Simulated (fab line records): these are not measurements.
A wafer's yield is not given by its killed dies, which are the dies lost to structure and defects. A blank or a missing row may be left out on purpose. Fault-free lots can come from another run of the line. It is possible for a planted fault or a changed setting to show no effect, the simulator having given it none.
One fault seen from 2 desks -- flow n5_finfet -- each desk holds nothing but its own numbers, with what lay behind them at the end

## THE METROLOGY DESK
Lot by lot, what the gauges showed, no matter which tool ran the lot: averages of those sampled wafers that carry a number. If a lot's mean is further than 4 standard deviations from the usual mean, the lot is out of limits and carries the mark OUT (the distance appears in the brackets). It has 10 readings; the 7 that lie furthest out on some lot are the ones shown.
Columns: A = DIBL_N at N5_BEOL_M4_RC_MEAS_101, usual 36.1 mV/V; B = IOFF_N at N5_BEOL_M4_RC_MEAS_101, usual 0.159 nA/um; C = IOFF_P at N5_BEOL_M4_RC_MEAS_101, usual 0.21 nA/um; D = ION_N at N5_BEOL_M4_RC_MEAS_101, usual 673 uA/um; E = SS_N at N5_BEOL_M4_RC_MEAS_101, usual 71.4 mV/dec; F = VT_N at N5_BEOL_M4_RC_MEAS_101, usual 249.7 mV; G = VT_P at N5_BEOL_M4_RC_MEAS_101, usual -250 mV
lot,first seen here,A,B,C,D,E,F,G
L145,day 9 07:16,36.9,0.151,0.19,673,71.6,251.2,-251
L147,day 10 04:43,35.6,0.160,0.19,672,71.8,249.3,-251
L152,day 11 12:35,33.7,0.122,0.18,659,70.5,254.6,-253
L154,day 11 15:44,37.4,0.193,0.25,677,72.1,246.0,-246
L157,day 12 18:47,36.4,0.148,0.18,662,71.9,252.0,-252
L159,day 13 21:25,34.7,0.147,0.19,678,71.3,250.0,-251
Result from this desk: across the 6 lots, nothing is out of limits.

## THE TOOL OWNER'S DESK: pecvd-02
The tool's own readings at N5_BEOL_M1_DEP_57 (deposits SiCN from 3MS/NH3, target thk 8 nm, time 14 s): means of the sampled wafers that have a number, for each lot that ran on this tool. If a lot's mean is further than 4 standard deviations from the usual mean, the lot is out of limits and carries the mark OUT (the distance appears in the brackets).
Columns: A = showerhead_plenum_p_Torr at N5_BEOL_M1_DEP_57, usual 3.661 Torr; B = throttle_valve_pct at N5_BEOL_M1_DEP_57, usual 8.9 %
lot,first seen here,A,B
L147,day 8 17:28,3.664,8.7
L152,day 9 22:42,3.661,8.7
L154,day 10 07:45,3.659,8.9
Result from this desk: across the 3 lots, nothing is out of limits.

## BROUGHT TOGETHER
At the metrology desk, nothing out of limits was observed.
The tool owner's desk saw nothing out of limits.

## WHAT HAD BEEN PUT IN BY THE SIMULATOR
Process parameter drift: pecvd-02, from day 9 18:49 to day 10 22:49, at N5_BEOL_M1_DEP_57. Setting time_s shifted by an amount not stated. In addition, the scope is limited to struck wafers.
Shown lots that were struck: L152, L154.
